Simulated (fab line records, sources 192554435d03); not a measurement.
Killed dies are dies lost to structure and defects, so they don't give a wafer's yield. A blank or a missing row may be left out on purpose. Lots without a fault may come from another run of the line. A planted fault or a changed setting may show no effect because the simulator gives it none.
Which tool did it? | flow n5_finfet | 24 lots, 72 wafers sampled, at 4 steps of a route of 1938

WHAT THE GAUGES READ, wafer by wafer
N5_BEOL_M10_CD_MEAS_11: target cd 64.1 nm.
lot  | measured     | on        | cd_nm (nm)
L074 | day 10 11:58 | cd_sem-03 | 64.8 63.2 64.2
L075 | day 10 18:27 | cd_sem-03 | 64.7 65.0 63.9
L076 | day 11 18:47 | cd_sem-02 | 65.0 64.3 65.8
L078 | day 11 18:57 | cd_sem-01 | 64.7 64.7 64.8
L081 | day 11 23:51 | cd_sem-03 | 63.5 64.2 63.4
L079 | day 12 03:47 | cd_sem-02 | 63.5 64.4 65.1
L080 | day 12 05:22 | cd_sem-03 | 65.1 64.7 65.3
L077 | day 12 08:08 | cd_sem-03 | 64.0 63.3 63.9
L082 | day 12 08:26 | cd_sem-03 | 64.3 64.0 63.4
L083 | day 12 12:05 | cd_sem-02 | 64.6 64.5 63.5
L084 | day 12 17:47 | cd_sem-01 | 65.6 64.6 64.2
L085 | day 13 03:12 | cd_sem-03 | 65.0 63.7 64.2
L086 | day 13 13:16 | cd_sem-03 | 65.2 64.8 65.2
L087 | day 13 13:28 | cd_sem-01 | 65.0 65.5 64.4
L088 | day 14 01:38 | cd_sem-03 | 63.7 63.2 63.6
L089 | day 14 09:28 | cd_sem-02 | 64.0 64.5 64.2
L091 | day 14 14:04 | cd_sem-02 | 63.6 64.4 64.4
L090 | day 14 22:51 | cd_sem-01 | 63.9 65.2 64.1
L093 | day 14 23:22 | cd_sem-01 | 64.4 64.1 64.9
L092 | day 14 23:31 | cd_sem-01 | 65.0 64.9 64.9
L094 | day 15 09:25 | cd_sem-03 | 64.8 65.8 65.4
L095 | day 16 03:09 | cd_sem-02 | 64.5 63.8 65.6
L096 | day 16 07:51 | cd_sem-01 | 64.1 65.3 63.8
L097 | day 16 08:27 | cd_sem-01 | 64.5 63.5 63.4

N5_BEOL_M10_OVL_MEAS_12.
lot  | measured     | on         | M10_OVL (nm)
L074 | day 10 12:00 | overlay-01 | -1.7 -0.2 -0.6
L075 | day 10 18:29 | overlay-01 | 0.7 0.3 0.6
L076 | day 11 18:49 | overlay-02 | -1.2 -0.9 -0.5
L078 | day 11 18:59 | overlay-01 | -0.3 0.3 0.8
L081 | day 11 23:53 | overlay-02 | -0.7 0.1 1.0
L079 | day 12 03:49 | overlay-02 | -0.2 -1.0 -0.1
L080 | day 12 05:24 | overlay-01 | 1.2 0.6 0.2
L077 | day 12 08:10 | overlay-01 | 1.8 0.9 1.1
L082 | day 12 08:28 | overlay-02 | 2.4 0.4 1.7
L083 | day 12 12:07 | overlay-02 | -0.3 -1.2 -1.0
L084 | day 12 17:49 | overlay-01 | -1.0 -0.4 0.2
L085 | day 13 03:14 | overlay-02 | -0.5 -0.5 -1.2
L086 | day 13 13:17 | overlay-01 | -0.3 0.5 0.3
L087 | day 13 13:29 | overlay-01 | -0.2 -0.3 -0.3
L088 | day 14 01:40 | overlay-01 | -0.5 -1.6 -2.4
L089 | day 14 09:30 | overlay-02 | -0.9 -0.2 -1.2
L091 | day 14 14:05 | overlay-02 | 0.7 -0.6 1.3
L090 | day 14 22:53 | overlay-02 | 0.6 -0.3 -0.2
L093 | day 14 23:23 | overlay-01 | 1.5 0.9 1.2
L092 | day 14 23:33 | overlay-01 | 0.2 -0.9 -0.2
L094 | day 15 09:27 | overlay-02 | 0.8 0.1 0.9
L095 | day 16 03:11 | overlay-02 | -0.5 0.0 -0.6
L096 | day 16 07:53 | overlay-01 | -0.2 0.6 -0.3
L097 | day 16 08:29 | overlay-02 | -0.7 0.1 -0.6

N5_BEOL_M11_INSPECT_13: inspects for defects (brightfield).
lot  | measured     | on                | raw_defect_count
L074 | day 10 22:47 | defect_inspect-01 | 418 540 559
L075 | day 11 04:47 | defect_inspect-02 | 354 307 324
L076 | day 12 03:14 | defect_inspect-01 | 413 341 377
L078 | day 12 00:38 | defect_inspect-02 | 456 340 482
L081 | day 12 08:27 | defect_inspect-02 | 385 334 420
L079 | day 12 12:29 | defect_inspect-01 | 449 529 581
L080 | day 12 12:22 | defect_inspect-02 | 406 395 393
L077 | day 12 14:48 | defect_inspect-02 | 302 325 338
L082 | day 12 17:07 | defect_inspect-01 | 408 501 490
L083 | day 12 22:35 | defect_inspect-02 | 369 686 524
L084 | day 13 03:18 | defect_inspect-01 | 556 473 430
L085 | day 13 09:25 | defect_inspect-02 | 493 347 517
L086 | day 13 19:50 | defect_inspect-01 | 344 436 385
L087 | day 13 19:59 | defect_inspect-02 | 298 299 360
L088 | day 14 08:46 | defect_inspect-02 | 397 509 325
L089 | day 14 18:21 | defect_inspect-01 | 332 310 472
L091 | day 14 23:19 | defect_inspect-01 | 445 390 451
L090 | day 15 11:30 | defect_inspect-02 | 453 383 457
L093 | day 15 08:14 | defect_inspect-01 | 520 483 610
L092 | day 15 11:05 | defect_inspect-01 | 408 598 547
L094 | day 15 15:13 | defect_inspect-02 | 267 342 319
L095 | day 16 09:39 | defect_inspect-02 | 304 338 357
L096 | day 16 18:54 | defect_inspect-02 | 338 343 333
L097 | day 16 18:44 | defect_inspect-01 | 380 282 318

WHICH TOOL RAN EACH LOT (tool, then ch and the chambers of the sampled wafers, then the start)
lot  | N5_BEOL_M11_ILD_DEP_00
L074 | pecvd-02 ch 1,2, day 10 19:10
L075 | pecvd-04 ch 1,2, day 11 00:46
L076 | pecvd-04 ch 1,2, day 12 00:05
L078 | pecvd-02 ch 1,2, day 11 23:17
L081 | pecvd-04 ch 0,1, day 12 06:14
L079 | pecvd-02 ch 1,2, day 12 10:44
L080 | pecvd-04 ch 1,2, day 12 10:02
L077 | pecvd-03 ch 1,2, day 12 12:44
L082 | pecvd-02 ch 0,1,2, day 12 13:18
L083 | pecvd-04 ch 0,2, day 12 18:11
L084 | pecvd-02 ch 0,2, day 13 01:16
L085 | pecvd-02 ch 0,1,2, day 13 07:28
L086 | pecvd-02 ch 0,1, day 13 18:08
L087 | pecvd-02 ch 1,2, day 13 18:22
L088 | pecvd-04 ch 0,2, day 14 06:53
L089 | pecvd-02 ch 0,1, day 14 17:09
L091 | pecvd-04 ch 0,1, day 14 19:22
L090 | pecvd-03 ch 1,2, day 15 08:10
L093 | pecvd-03 ch 0,2, day 15 06:47
L092 | pecvd-02 ch 0,1,2, day 15 08:16
L094 | pecvd-02 ch 0,1,2, day 15 13:28
L095 | pecvd-03 ch 0,1, day 16 08:05
L096 | pecvd-03 ch 0,1,2, day 16 15:13
L097 | pecvd-04 ch 0,1,2, day 16 14:13
- N5_BEOL_M11_ILD_DEP_00: deposits SiCOH lowk from DEMS/porogen, target thk 308.51 nm, time 58 s.

WHAT THE TOOLS THEMSELVES READ (means of the sampled wafers that have a number; where no wafer has one, the mark that the record gives instead)
N5_BEOL_M11_ILD_DEP_00.
lot  | tool     | heater_power_w (W) | showerhead_plenum_p_Torr (Torr) | throttle_valve_pct (%)
L074 | pecvd-02 | 322                | 5.741                           | 13.5
L075 | pecvd-04 | 311                | 5.734                           | 13.5
L076 | pecvd-04 | 309                | 5.731                           | 13.7
L078 | pecvd-02 | 303                | 5.737                           | 13.6
L081 | pecvd-04 | 300                | 5.731                           | 14.2
L079 | pecvd-02 | 370                | 5.740                           | 13.6
L080 | pecvd-04 | 327                | 5.725                           | 13.2
L077 | pecvd-03 | 281                | 5.734                           | 13.7
L082 | pecvd-02 | 315                | 5.749                           | 13.4
L083 | pecvd-04 | 363                | 5.736                           | 13.2
L084 | pecvd-02 | 374                | 5.747                           | 13.5
L085 | pecvd-02 | 322                | 5.728                           | 13.6
L086 | pecvd-02 | 301                | 5.743                           | 13.5
L087 | pecvd-02 | 321                | 5.734                           | 13.5
L088 | pecvd-04 | 375                | 5.741                           | 13.3
L089 | pecvd-02 | 308                | 5.749                           | 13.5
L091 | pecvd-04 | 335                | 5.726                           | 14.3
L090 | pecvd-03 | 298                | 5.735                           | 14.3
L093 | pecvd-03 | 273                | 5.768                           | 13.2
L092 | pecvd-02 | 333                | 5.743                           | 13.4
L094 | pecvd-02 | 341                | 5.747                           | 13.5
L095 | pecvd-03 | 325                | 5.775                           | 13.7
L096 | pecvd-03 | 286                | 5.761                           | 13.9
L097 | pecvd-04 | 353                | 5.740                           | 13.8

THE ANSWER, worked out from the rows above alone
Rule: what is usual is taken from the lots themselves. Put in order of their means at a reading, lots are off if they are a third of the lots or fewer, leave a main group of 4 or more, and stand apart from it by a gap of 3 or more times the standard deviation of the main group's means; of several such gaps the widest counts. A main group whose means are all the same, to the digits that the tables above print for the reading, isn't used. A lot without any number at a reading at which 4 lots or more have one is off too. The other lots that the step has rows for count as sound. The gauges are gone through in route order, then the tools' own readings, and for those a lot's mean is taken as printed above. The first step at which some lot is off is used, and at that step the reading that is off furthest; a lot without a number counts as furthest.
No lot is off at any reading shown: from this, nothing can be told.

WHAT THE SIMULATOR HAD PUT IN
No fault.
